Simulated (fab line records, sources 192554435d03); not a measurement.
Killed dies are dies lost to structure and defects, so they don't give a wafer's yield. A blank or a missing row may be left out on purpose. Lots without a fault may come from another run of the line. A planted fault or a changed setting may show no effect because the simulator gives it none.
fab line records | flow n5_finfet
record lots=4 wafers=12 last_day=17
route steps=1938 shown BEOL_M1@820 BEOL_M2@841 BEOL_M4@1111 PASSIVATION@1936
lots that met no fault: from a run of the same line without faults
start_h: hours from the record's first day to the start of the lot's first wafer shown | wait_h: hours since the lot's step before | " the same as in the row above | L1.1+2: a row that stands for several wafers | - no value, or no start given | * or withheld: withheld | < > ~ a bound
route shown NAME@n: a module of which the file shows steps, and the number in the route of the first | usual: mean/standard deviation of fault-free wafers | same: alike in all rows | chamber/n: place in a boat | sites: the reading at each site | _std_site: their standard deviation | _edge_site: outer sites' mean less inner sites' | radius_mm: how far each site lies from the wafer's centre | mask NAME#n: copy n | behind: the tool/chamber that last shaped the wafer | hold: why the lot was held/for how many hours/how that ended | device: the transistor (n, p or np) that didn't switch | end of line: the same wafers' tests at the end of the route | a step without rows: its recipe alone | killed: dies lost to structure and defects at the first sort, not the wafer's yield | map: a wafer's dies, x killed, . not, _ none there
set.NAME: the setting as run; set.NAME@STEP: as run at that earlier step | model.NAME: the simulator's own value behind a step, which no gauge read
lots at some steps of the route; a table a step, a row a wafer
services: from which hour (start_h, from the record's first day; less than 0 if before it) a tool's chamber was out of use, for how many hours, and why
## steps
# step N5_BEOL_M1_SPUTTER_86
# recipe material=Cu target_thk_a=45 temp_c=-20 chamber_pressure_pa=0.07 power_w=withheld time_s=8.29
# step N5_BEOL_M1_ANNEAL_87
# recipe temp_c=400 time_s=240 ambient=vacuum
# step N5_BEOL_M1_SPUTTER_88
# recipe material=Cu target_thk_a=45 temp_c=-20 chamber_pressure_pa=0.07 power_w=withheld time_s=8.29
# step N5_BEOL_M1_ANNEAL_89
# recipe temp_c=400 time_s=240 ambient=vacuum
# step N5_BEOL_M1_SPUTTER_90
# recipe material=Cu target_thk_a=45 temp_c=-20 chamber_pressure_pa=0.07 power_w=withheld time_s=8.29
# step N5_BEOL_M1_ANNEAL_91
# recipe temp_c=400 time_s=240 ambient=vacuum
# step N5_BEOL_M1_SPUTTER_92
# recipe material=Cu target_thk_a=45 temp_c=-20 chamber_pressure_pa=0.07 power_w=withheld time_s=8.29
# step N5_BEOL_M1_ANNEAL_93
# recipe temp_c=400 time_s=240 ambient=vacuum
# step N5_BEOL_M1_SPUTTER_94
# recipe material=Cu target_thk_a=45 temp_c=-20 chamber_pressure_pa=0.07 power_w=withheld time_s=8.29
# step N5_BEOL_M1_ANNEAL_95
# recipe temp_c=400 time_s=240 ambient=vacuum
# step N5_BEOL_M1_SPUTTER_96
# recipe material=Cu target_thk_a=45 temp_c=-20 chamber_pressure_pa=0.07 power_w=withheld time_s=8.29
# step N5_BEOL_M1_ECD_50
# recipe material=Cu target_thk_a=3000
# step N5_BEOL_M1_ANNEAL_51
# recipe temp_c=225 time_s=90 ambient=N2
# usual anneal_temp_c=224.99/0.17 anneal_temp_c_max=225.89/0.27 wafer_temp_C_max=225.89/0.24
# columns lot.wafer tool chamber start_h wait_h anneal_temp_c anneal_temp_c_max wafer_temp_C_max
L751.4 rtp_anneal-02 - 184.95 0.3 - - -
L751.5 " - " " - - -
L751.6 " - " " - - -
L752.1 rtp_anneal-01 - 189.24 0.1 - - -
L752.3 " - " " - - -
L752.4 " - " " - - -
L760.3 rtp_anneal-01 0 237.76 0.2 225.04 226.04 225.51
L760.4 " 0 " " 224.97 226.13 225.68
L760.6 " 0 " " 225.04 225.84 225.64
L765.2 rtp_anneal-02 0 266.22 0.1 224.94 225.59 226.16
L765.4 " 0 " " 224.73 225.43 226.18
L765.6 " 0 " " 224.86 225.63 226.13
# step N5_BEOL_M1_CMP_52
# recipe stop_on=SiOC t_overpolish_s=6.8 down_force_psi=1 platen_rpm=50 clearing_platen_down_force_psi=1.5 clearing_platen_rpm=50 post_cmp_clean=cu_alkaline target_thk_nm=40 clearing_platen_pad_velocity_m_s=0.99484 pad_velocity_m_s=0.99484
# usual barrier_field_endpoint_s=24.9/0.56 clearing_platen_rpm=49.999/0.023 head_pressure_psi=1.0000/0.0022 motor_current_A=6.2/0.64 overpolish_run_s=6.800/0.0089 time_to_endpoint_s=63.4/2.5
# columns lot.wafer tool chamber start_h wait_h barrier_field_endpoint_s clearing_platen_rpm head_pressure_psi motor_current_A overpolish_run_s time_to_endpoint_s
L751.4 cmp-02 3 185.11 0.1 29.8 49.959 1.0005 6.4 6.791 80.8
L751.5 " 3 " " 31.1 49.983 0.9988 6.5 6.801 80.1
L751.6 " 0 " " 29.8 50.028 1.0052 6.3 6.803 81.9
L752.4 cmp-02 2 189.55 0.1 30.4 50.047 1.0013 6.1 6.793 81.3
L752.1 " 3 " " 30.8 50.013 1.0024 6.3 6.782 82.0
L752.3 " 1 " " 29.4 49.982 1.0013 5.9 6.801 81.6
L760.3 cmp-01 3 237.96 0.2 24.5 50.012 1.0016 7.2 6.806 62.9
L760.4 " 1 " " 24.4 50.006 0.9996 5.2 6.800 61.6
L760.6 " 3 " " 24.8 50.039 1.0007 7.2 6.806 61.6
L765.4 cmp-01 0 266.51 0.2 24.7 49.986 1.0037 5.9 6.789 59.8
L765.2 " 2 " " 24.3 49.968 0.9973 6.8 6.807 57.4
L765.6 " 0 " " 25.1 50.000 0.9972 6.1 6.817 59.5
# step N5_BEOL_M1_PRE_CLEAN_60
# recipe gas=NH3/H2 time_s=15 temp_c=* rf_power_w=300
# step N5_BEOL_M1_CO_CAP_55
# recipe material=Co target_thk_a=20 temp_c=200 precursor=CCTBA/H2 pressure_torr=30 time_s=102.1
# step N5_BEOL_M1_PRE_CLEAN_56
# recipe gas=NH3 time_s=15 temp_c=withheld rf_power_w=300
# step N5_BEOL_M1_DEP_57
# recipe material=SiCN target_thk_a=80 temp_c=withheld precursor=3MS/NH3 pressure_torr=3 rf_w=202 time_s=14
# step N5_BEOL_M2_ILD_DEP_00
# recipe material=SiOC target_thk_a=790 temp_c=350 precursor=DEMS/O2 pressure_torr=5 rf_w=500 time_s=15.3
# step N5_BEOL_M2_PECVD_72
# recipe material=SiO2 target_thk_a=160 temp_c=400 precursor=TEOS/O2 pressure_torr=5.5 rf_w=450 teos_flow_sccm=53.8 gas=O2 flow_sccm=3000 time_s=18
# step N5_BEOL_M2_HM_DEP_02
# recipe material=TiN target_thk_a=200 temp_c=25 chamber_pressure_pa=0.49996
# step N5_BEOL_M2_COAT_61
# recipe resist=SOC temp_c=250 time_s=60 spin_rpm=1500 resist_thk_nm=60
# step N5_BEOL_M2_COAT_62
# recipe resist=SiARC temp_c=220 time_s=60 spin_rpm=1500 resist_thk_nm=12
# step N5_BEOL_M2_COAT_73
# recipe resist=underlayer temp_c=205 time_s=60 spin_rpm=1500 resist_thk_nm=5
# step N5_BEOL_M2_COAT_05
# recipe resist=CAR-EUV spin_rpm=1500 resist_thk_nm=30
# step N5_BEOL_M2_EBR_07
# recipe solvent=PGMEA ebr_width_mm=1.5
# step N5_BEOL_M2_SOFTBAKE_06
# recipe temp_c=110 time_s=60 resist=CAR-EUV
# step N5_BEOL_M2_EXPOSE_08
# recipe mask_id=M2 na=0.33 source_shape=dipole sigma_inner=0.369 sigma_outer=0.767 polarization=unpolarized dose_mj=41.25
# step N5_BEOL_M2_PEB_09
# recipe peb_temp_c=100 peb_time_s=60 resist=CAR-EUV
# step N5_BEOL_M2_DEVELOP_10
# recipe develop_time_s=30 developer=TMAH resist=CAR-EUV rinse_liquid=surfactant_rinse dry=air_spin dev_temp_c=23
# step N5_BEOL_M2_DESCUM_16
# recipe chemistry=O2 time_s=7 source_power_w=50 bias_power_w=20 pressure_mtorr=20 rf_frequency_hz=2.712e+07 temp_c=40 resist=CAR-EUV o2_flow_sccm=225
# step N5_BEOL_M2_ETCH_74
# recipe chemistry=N2/H2 target=underlayer target_depth_a=65 mask_material=CAR-EUV time_s=5.2 ion_energy_ev=200 pressure_mtorr=30 source_w=840 bias_w=150 n2_flow_sccm=200 h2_flow_sccm=200 ends=cleared
# step N5_BEOL_M2_ETCH_63
# recipe chemistry=CF4 target=SiARC target_depth_a=156 mask_material=CAR-EUV time_s=26 ion_energy_ev=80 pressure_mtorr=40 source_w=545 bias_w=36 Ar_flow_sccm=100 cf4_flow_sccm=100 ends=cleared
# step N5_BEOL_M2_ETCH_64
# recipe chemistry=N2/H2 target=SOC target_depth_a=750 overetch_a=225 mask_material=SiARC temp_c=40 time_s=121.9 ion_energy_ev=200 pressure_mtorr=30 source_w=840 bias_w=150 n2_flow_sccm=200 h2_flow_sccm=200
# step N5_BEOL_M2_STRIP_65
# recipe chemistry=N2/H2 temp_c=40 n2_flow_sccm=200 h2_flow_sccm=200 rf_frequency_hz=6e+07
# step N5_BEOL_M4_RC_MEAS_101
# usual COMB_M1_max_site=8.4e-11/2e-11 DIBL_N=36.3/1.7 DIBL_P=36.5/1.8 IOFF_N=0.16/0.033 IOFF_P=0.21/0.037 ION_N=675/11 ION_P=462/7.9 SS_N=71.6/0.64 SS_P=73.3/0.68 VT_N=249/3.3 VT_P=-250/3.3
# columns lot.wafer tool chamber start_h wait_h COMB_M1_max_site[S/m] DIBL_N[mV/V] DIBL_P[mV/V] IOFF_N[nA/um] IOFF_P[nA/um] ION_N[uA/um] ION_P[uA/um] SS_N[mV/dec] SS_P[mV/dec] VT_N[mV] VT_P[mV]
L752.4 prober-01 0 223.66 0.5 ~0.0014286 35.1 37.3 0.16 0.24 684 468 72.2 73.7 250 -249
L751.6 prober-02 0 224.55 0.9 ~0.0014286 35.1 36.4 0.13 0.19 672 463 70.9 74.2 251 -253
L760.3 prober-02 0 270.60 0.3 7.8e-11 35.3 37.0 0.18 0.20 682 466 71.7 73.1 244 -251
L760.4 " 0 " " 6.9e-11 37.3 39.7 0.21 0.24 679 456 71.7 73.4 247 -249
L760.6 " 0 " " 1e-10 36.0 37.4 0.18 0.21 665 454 71.7 74.5 246 -249
L765.2 prober-01 0 298.25 0.2 6.8e-11 32.8 33.7 0.12 0.16 669 457 70.7 73.0 256 -253
L765.4 " 0 " " 6.8e-11 34.1 35.2 0.14 0.18 660 457 71.2 72.9 252 -253
L765.6 " 0 " " 8.9e-11 35.7 36.5 0.15 0.19 671 453 71.1 73.8 251 -254
# step N5_PASSIVATION_PROBE_49
# usual defect_limited_yield=91.3/1.5 killed_at_M0_to_M3=34/9.4 killed_at_M4_up=13/5.3 killed_at_contacts=13/5.7 killed_at_front_end=40/10 killed_at_other=3.7/2.8 killed_dies=103/17 killed_open=67/13 killed_short=35/8.5 sort_bin_5_function=5.0/0.98 sort_bin_6_memory=3.3/0.7 sort_n_pass=1077/17 sort_yield_pct=91.3/1.5
# same gross_dies=1180 killed_at_back_side=0 sort_bin_4_leakage[%]=0 sort_bin_8_speed[%]=0
# columns lot.wafer tool chamber start_h wait_h defect_limited_yield[%] killed_at_M0_to_M3 killed_at_M4_up killed_at_contacts killed_at_front_end killed_at_other killed_dies killed_open killed_short sort_bin_5_function[%] sort_bin_6_memory[%] sort_n_pass sort_yield_pct[%]
L752.1 prober-02 - 326.67 0.1 40.1 635 14 14 41 3 707 70 29 4.5 3.7 473 40.1
L752.3 prober-02 - 326.77 0.2 39.9 643 16 14 34 2 709 64 38 4.7 3.4 471 39.9
L752.4 prober-02 - 326.82 0.3 76.5 209 8 12 47 1 277 53 34 3.6 3.4 903 76.5
L751.4 prober-01 - 331.44 0.2 41.4 646 6 9 28 3 692 44 27 3.7 2.2 488 41.4
L751.5 prober-01 - 331.49 0.2 41.4 649 7 3 29 3 691 38 44 4.3 2.4 489 41.4
L751.6 prober-01 - 331.54 0.3 49.1 551 14 4 25 7 601 44 32 3.9 2.2 579 49.1
L760.3 prober-02 - 374.75 0.1 92.1 25 12 12 41 3 93 63 29 4.2 3.6 1087 92.1
L760.4 prober-02 - 374.80 0.2 92.2 33 10 10 37 2 92 61 27 4.2 2.9 1088 92.2
L760.6 prober-02 - 374.90 0.3 92.6 30 17 9 30 1 87 54 33 4.6 2.6 1093 92.6
L765.2 prober-01 - 402.88 0.1 90.3 39 19 13 43 0 114 74 38 5.4 4.0 1066 90.3
L765.4 prober-01 - 402.98 0.2 90.9 25 19 17 46 0 107 71 36 5.0 3.6 1073 90.9
L765.6 prober-01 - 403.08 0.3 91.8 23 14 13 47 0 97 68 29 4.7 3.3 1083 91.8
# killed by level:class
L752.1 BEOL_M1:area_cmp=606 MOL_CONTACT_COAG:geometric_particle:open=10 STI_FIN_REVEAL:geometric_particle:open=9 BEOL_M1:geometric_particle:open=9 GATE_CUT:geometric_particle:short=8 FIN_SAQP:geometric_particle:open=7 BEOL_M0_SAQP:geometric_particle:open=6 DUMMY_GATE:geometric_particle:open=5
L752.3 BEOL_M1:area_cmp=607 MOL_CONTACT_COAG:geometric_particle:open=12 FIN_SAQP:geometric_particle:short=9 BEOL_M1:geometric_particle:open=9 BEOL_M2:geometric_particle:open=8 STI_FIN_REVEAL:geometric_particle:open=5 ILD0:geometric_particle:short=4 BEOL_M0_SAQP:geometric_particle:short=4
L752.4 BEOL_M1:area_cmp=189 STI_FIN_REVEAL:geometric_particle:open=9 FIN_SAQP:geometric_particle:short=8 GATE_CUT:geometric_particle:short=7 MOL_CONTACT_COAG:geometric_particle:open=7 BEOL_M0_SAQP:geometric_particle:open=7 FIN_SAQP:geometric_particle:open=6 MOL_CONTACT_COAG:geometric_particle:short=5
L751.4 BEOL_M1:area_cmp=621 BEOL_M0_SAQP:geometric_particle:open=9 DUMMY_GATE:geometric_particle:open=6 MOL_CONTACT_COAG:geometric_particle:open=6 GATE_CUT:geometric_particle:short=5 BEOL_M0_SAQP:geometric_particle:short=5 FIN_SAQP:geometric_particle:short=4 ILD0:geometric_particle:open=3
L751.5 BEOL_M1:area_cmp=609 BEOL_M0_SAQP:geometric_particle:open=13 BEOL_M0_SAQP:geometric_particle:short=11 ILD0:geometric_particle:short=8 FIN_SAQP:geometric_particle:short=5 BEOL_M1:geometric_particle:short=4 GATE_CUT:geometric_particle:short=3 BEOL_M1:geometric_particle:open=3
L751.6 BEOL_M1:area_cmp=525 BEOL_M3:geometric_particle:open=8 STI_FIN_REVEAL:geometric_particle:open=5 BEOL_M2:geometric_particle:open=5 FIN_SAQP:geometric_particle:open=4 GATE_CUT:geometric_particle:short=4 BEOL_M0_SAQP:geometric_particle:short=4 BEOL_M1:geometric_particle:short=4
L760.3 MOL_CONTACT_COAG:geometric_particle:open=12 BEOL_M3:geometric_particle:open=9 FIN_SAQP:geometric_particle:short=8 STI_FIN_REVEAL:geometric_particle:open=6 GATE_CUT:geometric_particle:short=4 BEOL_M0_SAQP:geometric_particle:short=4 BEOL_M0:geometric_particle:open=4 BEOL_M5:geometric_particle:open=4
L760.4 MOL_CONTACT_COAG:geometric_particle:open=8 BEOL_M0_SAQP:geometric_particle:open=7 DUMMY_GATE:geometric_particle:open=6 FIN_SAQP:geometric_particle:short=5 BEOL_M3:geometric_particle:open=5 BEOL_M5:geometric_particle:open=5 FIN_SAQP:geometric_particle:open=4 STI_FIN_REVEAL:geometric_particle:open=4
L760.6 MOL_CONTACT_COAG:geometric_particle:open=8 FIN_SAQP:geometric_particle:open=7 BEOL_M3:geometric_particle:open=7 BEOL_M0_SAQP:geometric_particle:short=6 GATE_CUT:geometric_particle:short=5 BEOL_M0_SAQP:geometric_particle:open=4 BEOL_M5:geometric_particle:open=4 BEOL_M4:geometric_particle:open=4
L765.2 FIN_SAQP:geometric_particle:short=11 MOL_CONTACT_COAG:geometric_particle:open=11 BEOL_M2:geometric_particle:open=11 GATE_CUT:geometric_particle:short=9 GATE_CUT:geometric_particle:open=9 BEOL_M4:geometric_particle:open=9 BEOL_M0_SAQP:geometric_particle:open=8 BEOL_M1:geometric_particle:open=5
L765.4 MOL_CONTACT_COAG:geometric_particle:open=13 GATE_CUT:geometric_particle:short=10 BEOL_M4:geometric_particle:open=10 BEOL_M2:geometric_particle:open=8 DUMMY_GATE:geometric_particle:open=7 GATE_CUT:geometric_particle:open=7 STI_FIN_REVEAL:geometric_particle:open=5 MOL_CONTACT_COAG:geometric_particle:short=4
L765.6 MOL_CONTACT_COAG:geometric_particle:open=13 BEOL_M2:geometric_particle:open=10 GATE_CUT:geometric_particle:short=9 FIN_SAQP:geometric_particle:open=8 FIN_SAQP:geometric_particle:short=8 STI_FIN_REVEAL:geometric_particle:open=8 BEOL_M4:geometric_particle:open=7 BEOL_M3:geometric_particle:open=6
# map L751.4 (x killed, . not)
_________________......xx....________________
______________x................._____________
___________........................__________
__________........x..............x.._________
________..x.x......xxxxxxxx..........._______
_______.....x...xxxxxxxxxxxxxx.........______
______....x..xxxxxxxxxxxxxxxxxxxx......._____
_____.......xxxxxxxxxxxxxxxxxxxxxx.......____
____.......xxxxxxxxxxxxxxxxxxxxxxxx...x...___
___.......xxxxxxxxxxxxxxxxxxxxxxxxxx...x...__
___.x....xxxxxxxxxxxxxxxxxxxxxxxxxxxx......__
__......xxxxxxxxxxxxxxxxxxxxxxxxxxxxxx......_
__......xxxxxxxxxxxxxxxxxxxxxxxxxxxxxx.....x_
_......xxxxxxxxxxxxxxxxxxxxxxxxxxxxxxxxx.....
_......xxxxxxxxxxxxxxxxxxxxxxxxxxxxxxxx......
_......xxxxxxxxxxxxxxxxxxxxxxxxxxxxxxxx......
_..x...xxxxxxxxxxxxxxxxxxxxxxxxxxxxxxxxx....x
_x.....xxxxxxxxxxxxxxxxxxxxxxxxxxxxxxxx......
_..x...xxxxxxxxxxxxxxxxxxxxxxxxxxxxxxxx......
_......xxxxxxxxxxxxxxxxxxxxxxxxxxxxxxxx....x.
_......xxxxxxxxxxxxxxxxxxxxxxxxxxxxxxxx......
__......xxxxxxxxxxxxxxxxxxxxxxxxxxxxxx......_
__......xxxxxxxxxxxxxxxxxxxxxxxxxxxxxx......_
___....x.xxxxxxxxxxxxxxxxxxxxxxxxxxxx...x..__
___.......xxxxxxxxxxxxxxxxxxxxxxxxxx..x....__
____.......xxxxxxxxxxxxxxxxxxxxxxxx.....x.___
_____......xxxxxxxxxxxxxxxxxxxxxxx.......____
______.......xxxxxxxxxxxxxxxxxxxx......._____
_______.........xxxxxxxxxxxxxx.........______
________...........xxxxxxxx...x......._______
__________......x..................._________
___________............x...xx..x...__________
______________.................._____________
_________________..........x.________________
# map L752.3 (x killed, . not)
_________________............________________
______________.................._____________
___________.x...............x......__________
__________.........................._________
________...........xxxxxxxx..x........_______
_______.........xxxxxxxxxxxxxx.....x...______
______.x.....xxxxxxxxxxxxxxxxxxxxx......_____
_____..x....xxxxxxxxxxxxxxxxxxxxxx....x..____
____x......xxxxxxxxxxxxxxxxxxxxxxxx...x...___
___....x..xxxxxxxxxxxxxxxxxxxxxxxxxx.......__
___......xxxxxxxxxxxxxxxxxxxxxxxxxxxx......__
__.x....xxxxxxxxxxxxxxxxxxxxxxxxxxxxxx......_
__....x.xxxxxxxxxxxxxxxxxxxxxxxxxxxxxx...x.._
_...x..xxxxxxxxxxxxxxxxxxxxxxxxxxxxxxxx.x..x.
_......xxxxxxxxxxxxxxxxxxxxxxxxxxxxxxxx..x.x.
_......xxxxxxxxxxxxxxxxxxxxxxxxxxxxxxxx.....x
_.....xxxxxxxxxxxxxxxxxxxxxxxxxxxxxxxxx......
_......xxxxxxxxxxxxxxxxxxxxxxxxxxxxxxxxx....x
_.x..x.xxxxxxxxxxxxxxxxxxxxxxxxxxxxxxxx....x.
_......xxxxxxxxxxxxxxxxxxxxxxxxxxxxxxxx.x....
_...x..xxxxxxxxxxxxxxxxxxxxxxxxxxxxxxxx.x....
__......xxxxxxxxxxxxxxxxxxxxxxxxxxxxxx......_
__x....xxxxxxxxxxxxxxxxxxxxxxxxxxxxxxx....x._
___......xxxxxxxxxxxxxxxxxxxxxxxxxxxx......__
___....x..xxxxxxxxxxxxxxxxxxxxxxxxxx......x__
____.......xxxxxxxxxxxxxxxxxxxxxxxx..x....___
_____.......xxxxxxxxxxxxxxxxxxxxxx.......____
______....x..xxxxxxxxxxxxxxxxxxxx.....x._____
_______..x......xxxxxxxxxxxxxx.....x...______
________...........xxxxxxxx..........._______
__________x.............x..........._________
___________......xx.x..x...........__________
______________...........x......_____________
_________________..x..x....x.________________
## services
# columns tool chamber start_h hours kind
cmp-01 - 193.40 0.3 repair
cmp-01 - 221.20 4.0 pm
cmp-01 - 225.20 - consumable_replace:conditioner
cmp-01 - 225.20 - consumable_replace:pad
cmp-01 - 247.09 14.3 pm
## key
first_sign step=N5_BEOL_M1_ANNEAL_51 reading=tool_record direction=missing
effect step=N5_BEOL_M1_CMP_52 reading=barrier_field_endpoint_s direction=up sigmas=9.4 usual=24.9 struck=30.2
effect step=N5_BEOL_M4_RC_MEAS_101 reading=COMB_M1_max_site direction=up sigmas=99+ usual=8.4e-11 struck=~0.0014286
effect step=N5_PASSIVATION_PROBE_49 reading=killed_at_M0_to_M3 direction=up sigmas=56 usual=34 struck=556
more_kills_born_at N5_BEOL_M1_CMP_52@cmp-02=3157
met_at N5_BEOL_M1_ANNEAL_51
struck_wafers L751.4,L751.5,L751.6,L752.1,L752.3,L752.4
later_rows_left_out L751.4,L751.5,L752.1,L752.3
fault kind=skipped_step_whole tool=rtp_anneal-01,rtp_anneal-02 chamber=- onset_h=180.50 steps=N5_BEOL_M1_ANNEAL_51 scope=struck_lots_only
# later_rows_left_out: the simulator's readings of these wafers behind a module that went badly wrong aren't trusted and aren't shown, but for the sort
